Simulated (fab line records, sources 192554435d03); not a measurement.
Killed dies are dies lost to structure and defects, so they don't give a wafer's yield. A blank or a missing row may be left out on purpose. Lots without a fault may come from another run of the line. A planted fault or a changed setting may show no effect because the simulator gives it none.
fab line records | flow n5_finfet
record lots=6 wafers=18 last_day=19
route steps=1938 shown MIM_TOP_LITHO@1846 MIM_TOP_ETCH@1851 MIM_BOT_LITHO@1854
lots that met no fault: from a run of the same line without faults
start_h: hours from the record's first day to the start of the lot's first wafer shown | wait_h: hours since the lot's step before | " the same as in the row above | L1.1+2: a row that stands for several wafers | - no value, or no start given | * or withheld: withheld | < > ~ a bound
route shown NAME@n: a module of which the file shows steps, and the number in the route of the first | usual: mean/standard deviation of fault-free wafers | same: alike in all rows | chamber/n: place in a boat | sites: the reading at each site | _std_site: their standard deviation | _edge_site: outer sites' mean less inner sites' | radius_mm: how far each site lies from the wafer's centre | mask NAME#n: copy n | behind: the tool/chamber that last shaped the wafer | hold: why the lot was held/for how many hours/how that ended | device: the transistor (n, p or np) that didn't switch | end of line: the same wafers' tests at the end of the route | a step without rows: its recipe alone | killed: dies lost to structure and defects at the first sort, not the wafer's yield | map: a wafer's dies, x killed, . not, _ none there
set.NAME: the setting as run; set.NAME@STEP: as run at that earlier step | model.NAME: the simulator's own value behind a step, which no gauge read
lots at some steps of the route; a table a step, a row a wafer
services: from which hour (start_h, from the record's first day; less than 0 if before it) a tool's chamber was out of use, for how many hours, and why
## steps
# step N5_MIM_TOP_LITHO_HARDBAKE_09
# recipe temp_c=130 time_s=120
# step N5_MIM_TOP_LITHO_CD_MEAS_08
# recipe target_cd_nm=2000 landing_energy_ev=500 detector=se_inlens
# usual cd_nm=2000.5/1.4
# columns lot.wafer tool chamber start_h wait_h cd_nm
L759.1 cd_sem-02 0 290.06 - 2000.2
L759.3 " 0 " " 2001.7
L759.4 " 0 " " 2002.8
L760.2 cd_sem-01 0 309.11 - 2001.3
L760.3 " 0 " " 2001.1
L760.5 " 0 " " 2002.1
L765.1 cd_sem-01 0 396.98 - 2000.0
L765.2 " 0 " " 2001.9
L765.6 " 0 " " 1998.4
L770.3 cd_sem-02 0 397.41 - 2000.9
L770.5 " 0 " " 2002.6
L770.6 " 0 " " 2001.3
L776.4 cd_sem-01 0 439.44 - 2001.0
L776.5 " 0 " " 2000.3
L776.6 " 0 " " 2000.5
L777.1 cd_sem-02 0 443.74 - 2002.6
L777.2 " 0 " " 1999.5
L777.3 " 0 " " 1999.8
# step N5_MIM_TOP_LITHO_OVL_MEAS_11
# recipe points_per_wafer=44
# usual MIM_TOP_OVL=2/6.3
# columns lot.wafer tool chamber start_h wait_h MIM_TOP_OVL[nm]
L759.1 overlay-01 0 290.09 0.0 -2
L759.3 " 0 " " -8
L759.4 " 0 " " -1
L760.2 overlay-01 0 309.14 0.0 0
L760.3 " 0 " " 8
L760.5 " 0 " " 4
L765.1 overlay-01 0 397.01 0.0 5
L765.2 " 0 " " 4
L765.6 " 0 " " 5
L770.3 overlay-02 0 397.44 0.0 5
L770.5 " 0 " " 10
L770.6 " 0 " " -3
L776.4 overlay-02 0 439.46 0.0 -3
L776.5 " 0 " " 5
L776.6 " 0 " " 2
L777.1 overlay-02 0 443.77 0.0 3
L777.2 " 0 " " -8
L777.3 " 0 " " 7
# step N5_MIM_TOP_LITHO_INSPECT_12
# recipe mode=adi inspect_instrument=macro
# usual raw_defect_count=2.0/1.4
# columns lot.wafer tool chamber start_h wait_h raw_defect_count
L759.1 defect_inspect-02 - 290.11 0.0 2
L759.3 " - " " 2
L759.4 " - " " 5
L760.2 defect_inspect-02 - 309.17 0.0 1
L760.3 " - " " 3
L760.5 " - " " 1
L765.1 defect_inspect-02 - 397.04 0.0 0
L765.2 " - " " 0
L765.6 " - " " 2
L770.3 defect_inspect-02 - 397.46 0.0 3
L770.5 " - " " 1
L770.6 " - " " 0
L776.4 defect_inspect-01 - 439.49 0.0 0
L776.5 " - " " 2
L776.6 " - " " 2
L777.1 defect_inspect-01 - 443.79 0.0 1
L777.2 " - " " 4
L777.3 " - " " 1
# step N5_MIM_TOP_LITHO_DESCUM_10
# recipe chemistry=O2 time_s=7.9 source_power_w=50 bias_power_w=20 pressure_mtorr=20 rf_frequency_hz=2.712e+07 temp_c=40 o2_flow_sccm=225
# usual bias_power_w=19.99/0.059 chamber_pressure_mTorr=19.999/0.018 drypump_motor_current_A=5.8/0.51 oes_product_au=0.80/0.083 rf_vpp_V=243.1/1.2 showerhead_plenum_p_Torr=2.09/0.053 throttle_valve_pct=20.47/0.24
# columns lot.wafer tool chamber start_h wait_h bias_power_w chamber_pressure_mTorr drypump_motor_current_A oes_product_au rf_hours_counter_h rf_vpp_V showerhead_plenum_p_Torr throttle_valve_pct
L759.1 rie_diel-05 1 290.14 0.0 20.01 19.994 6.6 0.74 175 243.7 2.09 20.33
L759.3 " 2 " " 20.06 19.977 6.0 0.69 233 243.7 2.16 20.81
L759.4 " 0 " " 19.98 20.004 5.7 0.79 110 245.0 2.19 20.56
L760.2 rie_diel-05 3 309.20 0.0 19.98 19.981 6.0 0.77 133 241.6 2.01 20.66
L760.3 " 2 " " 20.01 20.009 6.0 0.69 238 244.0 2.15 20.82
L760.5 " 0 " " 20.06 19.972 5.7 0.77 - 246.0 2.19 20.58
L765.1 rie_diel-01 0 397.07 0.0 19.92 20.030 6.5 0.77 131 242.4 2.01 20.45
L765.2 " 1 " " 20.09 19.997 5.7 0.70 247 242.3 2.07 20.82
L765.6 " 1 " " 20.09 19.982 5.6 0.70 - 242.6 2.07 20.80
L770.3 rie_diel-05 0 397.49 0.0 19.95 20.000 5.7 0.76 144 244.9 2.18 20.60
L770.5 " 2 " " 19.95 20.029 6.0 0.97 - 244.0 2.15 20.54
L770.6 " 1 " " 20.02 20.033 6.6 0.71 - 242.7 2.07 20.40
L776.4 rie_diel-05 1 439.52 0.0 20.03 19.988 6.6 0.71 225 242.8 2.07 20.43
L776.5 " 3 " " 19.96 19.992 5.9 0.73 - 241.7 2.00 20.77
L776.6 " 0 " " 20.01 20.009 5.7 0.74 - 244.0 2.18 20.65
L777.1 rie_diel-01 3 443.83 0.0 19.98 20.010 5.2 0.68 226 242.9 2.06 20.86
L777.2 " 1 " " 20.03 20.005 5.6 0.98 6 244.4 2.07 20.42
L777.3 " 2 " " 20.01 19.993 5.0 0.83 79 244.1 2.12 20.17
# step N5_MIM_TOP_ETCH_ETCH_00
# recipe chemistry=Cl2/BCl3 target=TiN target_depth_a=385 ion_energy_ev=150 pressure_mtorr=10 icp_w=1000 bias_w=126 Cl2_flow_sccm=53.25 bcl3_flow_sccm=21.75 Ar_flow_sccm=25
# usual chamber_pressure_mTorr=10.000/0.01 drypump_motor_current_A=5.95/0.13 oes_product_au=0.80/0.076 throttle_valve_pct=22.61/0.27
# columns lot.wafer tool chamber start_h wait_h chamber_pressure_mTorr drypump_motor_current_A oes_product_au rf_hours_counter_h throttle_valve_pct
L759.1 rie_metal-02 1 290.23 0.1 10.019 5.79 0.75 47 22.44
L759.3 " 0 " " 10.003 6.19 0.77 - 22.97
L759.4 " 1 " " 10.007 5.88 0.75 - 22.43
L760.2 rie_metal-02 1 309.29 0.1 9.993 5.82 0.75 49 22.43
L760.3 " 0 " " 10.012 6.15 0.76 - 22.98
L760.5 " 0 " " 10.004 6.11 0.76 - 22.97
L765.1 rie_metal-03 0 397.16 0.1 10.003 5.78 0.87 20 22.94
L765.2 " 1 " " 9.996 5.96 0.83 24 22.45
L765.6 " 1 " " 9.990 5.95 0.83 - 22.45
L770.3 rie_metal-01 1 397.62 0.1 9.987 5.94 0.80 - 22.40
L770.5 " 0 " " 10.011 6.03 0.94 - 22.30
L770.6 " 1 " " 9.994 5.92 0.81 - 22.39
L776.4 rie_metal-03 1 439.65 0.1 9.998 5.97 0.81 - 22.45
L776.5 " 0 " " 9.990 5.78 0.86 - 22.96
L776.6 " 1 " " 10.001 5.98 0.81 - 22.46
L777.1 rie_metal-02 0 443.91 0.1 10.005 6.13 0.74 65 22.99
L777.2 " 1 " " 9.980 5.81 0.73 59 22.46
L777.3 " 0 " " 9.993 6.15 0.74 - 22.99
# step N5_MIM_TOP_ETCH_STRIP_01
# recipe chemistry=O2 power_w=600 temp_c=60 pressure_mtorr=30 rf_frequency_hz=6e+07 bias_power_w=0 overash_fraction=0.5 o2_flow_sccm=225
# usual chamber_pressure_mTorr=30.00/0.074 drypump_motor_current_A=5.7/0.44 oes_product_au=0.81/0.084 rf_vpp_V=3.3/1.1 showerhead_plenum_p_Torr=2.10/0.077 throttle_valve_pct=16.68/0.21
# same bias_power_w=0
# columns lot.wafer tool chamber start_h wait_h chamber_pressure_mTorr drypump_motor_current_A oes_product_au rf_hours_counter_h rf_vpp_V showerhead_plenum_p_Torr throttle_valve_pct
L759.1 rie_diel-06 3 290.37 0.1 30.08 5.4 0.68 230 4.1 2.06 16.95
L759.3 " 2 " " 30.04 6.4 0.73 186 4.0 2.00 16.62
L759.4 " 1 " " 29.96 5.6 0.68 240 4.3 2.16 17.16
L760.2 rie_diel-03 2 309.44 0.1 30.11 5.3 0.92 25 4.4 2.23 16.57
L760.3 " 3 " " 29.97 5.5 0.85 58 5.0 2.22 16.53
L760.5 " 0 " " 30.05 4.8 0.81 - 2.6 2.04 16.48
L765.1 rie_diel-02 1 397.45 0.2 30.03 6.3 0.83 74 3.7 2.12 16.48
L765.2 " 0 " " 30.03 5.6 0.82 87 1.9 2.04 16.67
L765.6 " 3 " " 29.98 5.8 0.73 - 3.5 2.00 17.08
L770.3 rie_diel-02 0 397.78 0.1 30.10 5.6 0.81 87 2.7 2.04 16.68
L770.5 " 0 " " 29.87 5.7 0.82 - 4.2 2.04 16.72
L770.6 " 3 " " 29.98 5.8 0.74 - 3.6 2.00 17.13
L776.4 rie_diel-02 1 439.75 0.1 30.16 6.3 0.83 88 2.6 2.12 16.49
L776.5 " 1 " " 29.91 6.4 0.81 - 4.1 2.12 16.48
L776.6 " 2 " " 30.01 6.0 0.69 - 3.1 2.16 16.93
L777.1 rie_diel-06 1 444.10 0.1 29.91 5.6 0.93 19 4.2 2.15 16.72
L777.2 " 2 " " 29.97 6.4 0.68 231 4.4 1.99 16.66
L777.3 " 3 " " 30.05 5.5 0.90 8 2.6 2.05 16.49
# step N5_MIM_TOP_ETCH_PECVD_03
# recipe material=SiNx target_thk_a=200 temp_c=400 precursor=SiH4/NH3/N2 pressure_torr=1.5 rf_w=300 time_s=17.6
# usual heater_power_w=775/73 showerhead_plenum_p_Torr=5.18/0.066 throttle_valve_pct=40.2/2.8
# columns lot.wafer tool chamber start_h wait_h heater_power_w showerhead_plenum_p_Torr throttle_valve_pct
L759.1 pecvd-01 2 290.44 - 785 5.21 37.4
L759.3 " 0 " " 771 5.20 38.4
L759.4 " 0 " " 764 5.18 38.6
L760.2 pecvd-01 2 309.50 - 745 5.21 37.1
L760.3 " 0 " " 820 5.20 38.3
L760.5 " 0 " " 787 5.18 38.2
L765.1 pecvd-01 1 397.51 - 801 5.26 44.0
L765.2 " 0 " " 717 5.19 38.4
L765.6 " 0 " " 696 5.19 38.6
L770.3 pecvd-01 2 397.84 - 734 5.19 37.4
L770.5 " 2 " " 722 5.21 37.4
L770.6 " 0 " " 719 5.20 38.5
L776.4 pecvd-04 1 439.83 - 753 5.14 38.4
L776.5 " 2 " " 720 5.09 39.2
L776.6 " 0 " " 816 5.19 44.3
L777.1 pecvd-02 1 444.16 - 759 5.23 36.5
L777.2 " 0 " " 659 5.04 41.8
L777.3 " 2 " " 926 5.20 38.8
# step N5_MIM_BOT_LITHO_HMDS_01
# recipe time_s=60 temp_c=120
# step N5_MIM_BOT_LITHO_COAT_02
# recipe spin_rpm=* resist_thk_nm=*
# step N5_MIM_BOT_LITHO_EBR_04
# recipe solvent=PGMEA ebr_width_mm=1.5
# step N5_MIM_BOT_LITHO_SOFTBAKE_03
# recipe temp_c=100 time_s=90
# step N5_MIM_BOT_LITHO_EXPOSE_05
# recipe mask_id=MIM_BOT na=0.55 source_shape=conventional sigma_outer=0.8 polarization=unpolarized dose_mj=24.25
# columns lot.wafer tool chamber start_h wait_h mask model.MIM_BOT_LITHO.overlay_x_nm
L759.1+3+4 krf_scanner-01 0 290.74 - MIM_BOT#0 0
L760.2+3+5 krf_scanner-02 0 309.68 - MIM_BOT#0 -1.8
L765.1+2+6 krf_scanner-01 0 397.81 - MIM_BOT#0 553.2
L770.3+5+6 krf_scanner-01 0 398.03 - MIM_BOT#0 552.4
L776.4+5+6 krf_scanner-02 0 440.01 - MIM_BOT#0 -2.4
L777.1+2+3 krf_scanner-02 0 444.36 - MIM_BOT#0 -5.2
# step N5_MIM_BOT_LITHO_PEB_06
# recipe peb_temp_c=withheld peb_time_s=*
# step N5_MIM_BOT_LITHO_DEVELOP_07
# recipe develop_time_s=60 rinse_liquid=diw dry=air_spin dev_temp_c=21
# step N5_MIM_BOT_LITHO_HARDBAKE_09
# recipe temp_c=130 time_s=120
# step N5_MIM_BOT_LITHO_CD_MEAS_08
# recipe target_cd_nm=3000 landing_energy_ev=500 detector=se_inlens polarity=opening
# usual cd_nm=2999.5/1.5
# columns lot.wafer tool chamber start_h wait_h cd_nm
L759.1 cd_sem-03 0 290.92 - 2997.4
L759.3 " 0 " " 2999.0
L759.4 " 0 " " 2999.2
L760.2 cd_sem-03 0 309.86 - 2997.4
L760.3 " 0 " " 2998.8
L760.5 " 0 " " 2999.5
L765.1 cd_sem-01 0 397.99 - 2997.6
L765.2 " 0 " " 2999.7
L765.6 " 0 " " 2999.4
L770.3 cd_sem-02 0 398.20 - 3002.3
L770.5 " 0 " " 2999.3
L770.6 " 0 " " 3000.8
L776.4 cd_sem-02 0 440.17 - 2998.9
L776.5 " 0 " " 2999.7
L776.6 " 0 " " 3002.0
L777.1 cd_sem-01 0 444.54 - 3003.0
L777.2 " 0 " " 3000.6
L777.3 " 0 " " 3002.4
# step N5_MIM_BOT_LITHO_OVL_MEAS_11
# recipe points_per_wafer=44
# usual MIM_BOT_OVL=0/5.8
# columns lot.wafer tool chamber start_h wait_h MIM_BOT_OVL[nm]
L759.1 overlay-01 0 290.95 0.0 1
L759.3 " 0 " " 7
L759.4 " 0 " " 4
L760.2 overlay-02 0 309.89 0.0 -3
L760.3 " 0 " " -11
L760.5 " 0 " " 1
L765.1 overlay-02 0 398.02 0.0 549
L765.2 " 0 " " 557
L765.6 " 0 " " 558
L770.3 overlay-01 0 398.23 0.0 556
L770.5 " 0 " " 559
L770.6 " 0 " " 559
L776.4 overlay-02 0 440.20 0.0 1
L776.5 " 0 " " -7
L776.6 " 0 " " 2
L777.1 overlay-02 0 444.57 0.0 -1
L777.2 " 0 " " -4
L777.3 " 0 " " -6
# step N5_MIM_BOT_LITHO_INSPECT_12
# recipe mode=adi inspect_instrument=macro
# usual raw_defect_count=1.9/1.4
# columns lot.wafer tool chamber start_h wait_h raw_defect_count
L759.1 defect_inspect-01 - 290.97 0.0 0
L759.3 " - " " 1
L759.4 " - " " 1
L760.2 defect_inspect-02 - 309.91 0.0 1
L760.3 " - " " 1
L760.5 " - " " 0
L765.1 defect_inspect-01 - 398.04 0.0 1
L765.2 " - " " 2
L765.6 " - " " 1
L770.3 defect_inspect-02 - 398.25 0.0 1
L770.5 " - " " 1
L770.6 " - " " 1
L776.4 defect_inspect-01 - 440.22 0.0 4
L776.5 " - " " 2
L776.6 " - " " 1
L777.1 defect_inspect-01 - 444.59 0.0 3
L777.2 " - " " 1
L777.3 " - " " 0
## services
# columns tool chamber start_h hours kind
rie_metal-01 0 283.97 2.3 repair
pecvd-01 2 291.81 5.0 repair
pecvd-01 - 303.96 1.5 repair
pecvd-02 - 309.13 1.0 repair
rie_diel-05 2 313.06 5.9 repair
rie_diel-03 3 318.68 3.2 repair
rie_diel-06 3 326.10 3.0 repair
krf_scanner-01 - 355.13 1.0 pm
krf_scanner-02 - 366.71 1.0 pm
rie_diel-03 2 381.01 1.2 repair
rie_diel-02 - 383.04 0.7 repair
rie_diel-06 - 385.21 14.6 pm
rie_diel-03 1 388.62 8.8 repair
krf_scanner-02 - 389.97 0.8 pm
krf_scanner-01 - 390.92 1.5 repair
krf_scanner-01 - 408.59 0.8 pm
rie_diel-05 - 414.47 4.0 pm
krf_scanner-02 - 417.80 1.3 pm
rie_diel-05 - 418.47 2.8 pm
rie_diel-05 0 428.66 5.9 repair
rie_diel-02 2 428.98 2.7 repair
krf_scanner-01 - 433.50 1.3 pm
krf_scanner-01 - 437.88 3.6 pm
krf_scanner-01 - 443.45 1.4 repair
## key
first_sign step=N5_MIM_BOT_LITHO_OVL_MEAS_11 reading=MIM_BOT_OVL direction=up sigmas=96 usual=0 struck=556
effect none on later readings
model_effect step=N5_MIM_BOT_LITHO_EXPOSE_05 value=MIM_BOT_LITHO.overlay_x_nm without=2.9 struck=552.8
met_at N5_MIM_BOT_LITHO_EXPOSE_05
struck_wafers L765.1,L765.2,L765.6,L770.3,L770.5,L770.6
onset_between 290.74 397.81
also_fits N5_MIM_TOP_ETCH_PECVD_03:pecvd-01
fault kind=scanner_matching_overlay tool=krf_scanner-01 chamber=- onset_h=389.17 steps=N5_MIM_BOT_LITHO_EXPOSE_05 offset=549.86
